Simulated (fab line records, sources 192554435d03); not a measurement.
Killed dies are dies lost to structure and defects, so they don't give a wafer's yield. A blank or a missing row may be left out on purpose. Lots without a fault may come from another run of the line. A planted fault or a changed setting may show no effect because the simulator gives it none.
Which tool did it? | flow n5_finfet | 11 lots, 33 wafers sampled, at 4 steps of a route of 1938

WHAT THE GAUGES READ, wafer by wafer
N5_ZERO_LAYER_CD_MEAS_11: target cd 2000 nm.
lot  | measured    | on        | cd_nm (nm)
L608 | day 1 12:46 | cd_sem-02 | 2001.0 2002.1 2000.9
L609 | day 1 18:47 | cd_sem-02 | 1998.4 1997.2 2000.1
L611 | day 2 06:46 | cd_sem-02 | 1999.8 2000.0 1998.0
L612 | day 2 12:40 | cd_sem-02 | 1997.7 1998.8 1998.6
L613 | day 2 18:53 | cd_sem-02 | 2000.2 1997.1 1998.7
L615 | day 3 06:46 | cd_sem-01 | 1998.0 1998.0 2000.6
L616 | day 3 12:38 | cd_sem-02 | 1998.0 2000.4 1999.0
L626 | day 6 00:46 | cd_sem-02 | 2002.1 1999.2 2000.2
L627 | day 6 06:46 | cd_sem-02 | 1999.0 1995.5 1998.5
L628 | day 6 12:48 | cd_sem-01 | 1996.4 1999.0 2000.8
L631 | day 7 06:39 | cd_sem-03 | 1999.5 2001.1 1996.9

N5_PMOS_HMC_CHANNEL_EPI_CD_MEAS_09: target cd 237.4 nm.
lot  | measured    | on        | cd_nm (nm)
L608 | day 1 17:39 | cd_sem-01 | 237.3 236.8 237.2
L609 | day 1 23:19 | cd_sem-02 | 237.6 237.4 238.0
L611 | day 2 11:08 | cd_sem-02 | 237.8 238.2 238.7
L612 | day 2 17:10 | cd_sem-01 | 238.0 236.4 236.8
L613 | day 2 23:40 | cd_sem-01 | 239.0 237.7 237.4
L615 | day 3 11:48 | cd_sem-01 | 237.4 237.7 236.6
L616 | day 3 16:52 | cd_sem-02 | 237.8 237.2 235.7
L626 | day 6 05:22 | cd_sem-02 | 250.0 245.5 253.0
L627 | day 6 11:45 | cd_sem-01 | 245.0 267.1 269.4
L628 | day 6 17:02 | cd_sem-03 | 234.8 234.2 235.5
L631 | day 7 12:08 | cd_sem-01 | 236.2 235.7 236.3

WHICH TOOL RAN EACH LOT (tool, then ch and the chambers of the sampled wafers, then the start)
lot  | N5_WELL_APT_RTA_34              | N5_PMOS_HMC_CHANNEL_EPI_EXPOSE_06
L608 | rtp_anneal-01 ch 0, day 1 16:08 | arfi_scanner-01 ch 0, day 1 17:32
L609 | rtp_anneal-01 ch 0, day 1 22:05 | arfi_scanner-01 ch 0, day 1 23:11
L611 | rtp_anneal-02 ch 0, day 2 09:48 | arfi_scanner-01 ch 0, day 2 11:01
L612 | rtp_anneal-01 ch 0, day 2 15:52 | arfi_scanner-03 ch 0, day 2 17:03
L613 | rtp_anneal-02 ch 0, day 2 22:22 | arfi_scanner-02 ch 0, day 2 23:33
L615 | rtp_anneal-02 ch 0, day 3 10:03 | arfi_scanner-03 ch 0, day 3 11:40
L616 | rtp_anneal-02 ch 0, day 3 15:40 | arfi_scanner-03 ch 0, day 3 16:44
L626 | rtp_anneal-01 ch 0, day 6 04:12 | arfi_scanner-01 ch 0, day 6 05:14
L627 | rtp_anneal-02 ch 0, day 6 10:22 | arfi_scanner-01 ch 0, day 6 11:38
L628 | rtp_anneal-01 ch 0, day 6 15:44 | arfi_scanner-02 ch 0, day 6 16:55
L631 | rtp_anneal-02 ch 0, day 7 10:49 | arfi_scanner-03 ch 0, day 7 12:01
- N5_WELL_APT_RTA_34: time 10 s.
- N5_PMOS_HMC_CHANNEL_EPI_EXPOSE_06: exposes mask PMOS HMC BLK, target cd 240 nm.

WHAT THE TOOLS THEMSELVES READ (means of the sampled wafers that have a number; where no wafer has one, the mark that the record gives instead)
N5_WELL_APT_RTA_34.
lot  | tool          | lamp_power_pct (%) | wafer_temp_C_max
L608 | rtp_anneal-01 | 13.01              | 1002.6
L609 | rtp_anneal-01 | 13.04              | 1002.9
L611 | rtp_anneal-02 | 13.05              | 1003.6
L612 | rtp_anneal-01 | 12.97              | 1003.9
L613 | rtp_anneal-02 | 13.00              | 1004.0
L615 | rtp_anneal-02 | 13.06              | 1004.1
L616 | rtp_anneal-02 | 13.03              | 1003.9
L626 | rtp_anneal-01 | 13.01              | 1003.8
L627 | rtp_anneal-02 | 12.99              | 1004.3
L628 | rtp_anneal-01 | 12.95              | 1003.5
L631 | rtp_anneal-02 | 13.00              | 1003.4

N5_PMOS_HMC_CHANNEL_EPI_EXPOSE_06.
lot  | tool            | exposure_dose_mJ_cm2 | focus_offset_nm (nm)
L608 | arfi_scanner-01 | 40.94                | 0.1
L609 | arfi_scanner-01 | 40.99                | -0.4
L611 | arfi_scanner-01 | 41.01                | 0.3
L612 | arfi_scanner-03 | 41.02                | 0.7
L613 | arfi_scanner-02 | 40.96                | -0.1
L615 | arfi_scanner-03 | 40.95                | -0.2
L616 | arfi_scanner-03 | 41.01                | -0.2
L626 | arfi_scanner-01 | 37.63                | 0.8
L627 | arfi_scanner-01 | 36.90                | -0.3
L628 | arfi_scanner-02 | 40.91                | 0.6
L631 | arfi_scanner-03 | 40.95                | 0.0

THE ANSWER, worked out from the rows above alone
Rule: what is usual is taken from the lots themselves. Put in order of their means at a reading, lots are off if they are a third of the lots or fewer, leave a main group of 4 or more, and stand apart from it by a gap of 3 or more times the standard deviation of the main group's means; of several such gaps the widest counts. A main group whose means are all the same, to the digits that the tables above print for the reading, isn't used. A lot without any number at a reading at which 4 lots or more have one is off too. The other lots that the step has rows for count as sound. The gauges are gone through in route order, then the tools' own readings, and for those a lot's mean is taken as printed above. The first step at which some lot is off is used, and at that step the reading that is off furthest; a lot without a number counts as furthest.
Off: L626, L627, at N5_PMOS_HMC_CHANNEL_EPI_CD_MEAS_09 (cd_nm). The main group: mean 237.0 nm, standard deviation 0.98.
A tool fits if, at a process step before that reading, it ran every lot that is off, and no sound lot after the first of them. The gauges at N5_PMOS_HMC_CHANNEL_EPI_CD_MEAS_09 aren't tried: what is off there is off at N5_PMOS_HMC_CHANNEL_EPI_EXPOSE_06 too, on other tools, and a gauge's error can't cause that. One fits: arfi_scanner-01 at N5_PMOS_HMC_CHANNEL_EPI_EXPOSE_06. Its last sound lot is L611 (day 2 11:01), its first lot that is off L626 (day 6 05:14): a fault that began between those two fits.
The tool's own readings at N5_PMOS_HMC_CHANNEL_EPI_EXPOSE_06 bear it out: on the lots that are off they differ by more than 5 times the standard deviation of the sound lots' means. exposure_dose_mJ_cm2 reads 37.27 there against 40.97 on the sound lots.

WHAT THE SIMULATOR HAD PUT IN
Process parameter drift: arfi_scanner-01, from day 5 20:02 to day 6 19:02, at N5_PMOS_HMC_CHANNEL_EPI_EXPOSE_06. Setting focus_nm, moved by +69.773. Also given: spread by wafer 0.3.
Lots struck among those shown: L626, L627. The rule above found the same.
